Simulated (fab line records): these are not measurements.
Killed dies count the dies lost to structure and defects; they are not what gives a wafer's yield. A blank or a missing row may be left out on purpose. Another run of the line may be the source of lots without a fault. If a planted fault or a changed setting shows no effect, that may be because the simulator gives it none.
Chamber matching | flow nand-harc | 4 sister chambers for NHARC_P_GATE_STRIP_101 on rie-diel-02
The step strips in O2, time 20 s. 4 wafers are shown with their chamber, then 12 later ones without.

WAFERS, EACH WITH ITS CHAMBER
wafer  | chamber | drypump-motor-current-A (A)
L088.6 | 2       | 6.2
L091.1 | 1       | 5.5
L091.3 | 0       | 5.5
L091.4 | 3       | 5.1

WAFERS MISSING THEIR CHAMBER
wafer  | drypump-motor-current-A (A)
L096.3 | 6.1
L096.5 | 5.1
L096.6 | 6.1
L096.1 | 5.5
L096.2 | 5.1
L096.4 | 5.5
L097.2 | 5.5
L097.3 | 6.2
L097.4 | 5.5
L097.1 | 5.1
L097.5 | 6.2
L097.6 | 5.5

THE CHAMBER EACH PASSED THROUGH
wafer  | from the rows above     | in truth
L096.3 | 2                       | 2
L096.5 | 3                       | 3
L096.6 | 2                       | 2
L096.1 | can't be placed: 0 or 1 | 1
L096.2 | 3                       | 3
L096.4 | can't be placed: 0 or 1 | 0
L097.2 | can't be placed: 0 or 1 | 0
L097.3 | 2                       | 2
L097.4 | can't be placed: 0 or 1 | 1
L097.1 | 3                       | 3
L097.5 | 2                       | 2
L097.6 | can't be placed: 0 or 1 | 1
Correct placement for 7 of the 12. Can't be placed from these rows: 5 (the true chamber is among the candidates in 5). Number placed wrongly: 0.
How it was worked out, from the rows above alone: a wafer's distance from a chamber is the root of the sum, over the readings, of the square of ((its reading less the chamber's mean) divided by the reading's scatter). The wafer belongs to the nearest chamber; if the next one is less than 2 further off, it can't be placed. For every chamber, the mean is computed from those of its wafers that are shown. The scatter (one wafer shown for each chamber): square how far every hidden wafer sits from the nearest shown wafer, average those squares and take the square root.
